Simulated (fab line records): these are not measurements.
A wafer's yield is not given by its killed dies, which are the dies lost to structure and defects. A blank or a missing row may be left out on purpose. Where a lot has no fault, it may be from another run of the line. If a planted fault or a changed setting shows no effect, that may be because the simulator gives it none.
Matching of chambers    flow n5Finfet    N5_BEOL_M0_SAQP_ETCH_106 on rieDiel-06 has 4 sister chambers
The step etches SOC in N2/H2, stops on SiNx, target depth 150 nm. 22 wafers are shown with their chamber, then 11 later ones without.

== WAFERS PAIRED WITH THEIR CHAMBERS ==
wafer   chamber  drypumpMotorCurrentA (A)  showerheadPlenumPTorr (Torr)  throttleValvePct (%)
L074.2  1        5.8                       2.44                          17.87
L074.3  0        5.7                       2.63                          17.76
L074.6  1        5.8                       2.44                          17.86
L077.1  2        5.9                       2.63                          17.80
L077.2  3        5.2                       2.65                          17.52
L077.3  0        5.7                       2.63                          17.78
L077.4  1        5.8                       2.44                          17.86
L077.5  1        5.8                       2.44                          17.88
L077.6  0        5.7                       2.63                          17.78
L081.2  3        5.2                       2.65                          17.55
L081.3  0        5.7                       2.63                          17.78
L081.6  3        5.2                       2.65                          17.56
L086.1  0        5.7                       2.62                          17.81
L086.3  3        5.2                       2.64                          17.56
L086.5  2        5.9                       2.63                          17.85
L089.1  3        5.2                       2.64                          17.58
L089.5  0        5.7                       2.62                          17.82
L089.6  1        5.8                       2.43                          17.91
L091.1  2        6.0                       2.62                          17.87
L091.4  1        5.8                       2.43                          17.89
L091.5  2        5.9                       2.62                          17.87
L092.4  3        5.2                       2.64                          17.59

SIGNATURES (means of the wafers above)
reading                chamber 0  chamber 1  chamber 2  chamber 3  scatter within a chamber
drypumpMotorCurrentA   5.700      5.800      5.925      5.200      0.0204
showerheadPlenumPTorr  2.6267     2.4367     2.6250     2.6450     0.00536
throttleValvePct       17.7883    17.8783    17.8475    17.5600    0.0243
Rule: a wafer lies at a distance from a chamber equal to the root of the sum of squares, over the readings, of (its reading less the chamber's mean, divided by the reading's scatter). The wafer belongs to the nearest chamber; if the next one is less than 2 further off, it can't be placed. How the scatter is found: for the shown wafers, subtract from each reading the mean of its chamber, square and add these, divide the total by (wafers less chambers), then take the root.

== WAFERS MISSING THEIR CHAMBER ==
wafer   drypumpMotorCurrentA (A)  showerheadPlenumPTorr (Torr)  throttleValvePct (%)
L092.5  5.8                       2.43                          17.93
L092.6  6.0                       2.62                          17.87
L093.2  5.8                       2.43                          17.91
L093.3  5.2                       2.64                          17.59
L093.4  5.9                       2.62                          17.86
L097.1  5.9                       2.61                          17.89
L097.3  5.2                       2.63                          17.58
L097.5  5.2                       2.63                          17.61
L096.1  5.8                       2.43                          17.94
L096.5  5.8                       2.61                          17.39
L096.6  5.8                       2.43                          17.93

== WHICH CHAMBER EACH ONE RAN IN ==
wafer   from the rows above  in truth
L092.5  1                    1
L092.6  2                    2
L093.2  1                    1
L093.3  3                    3
L093.4  2                    2
L097.1  2                    2
L097.3  3                    3
L097.5  3                    3
L096.1  1                    1
L096.5  0                    0
L096.6  1                    1
11 of 11 placed correctly. Not placeable from these rows: 0. Number placed wrongly: 0.
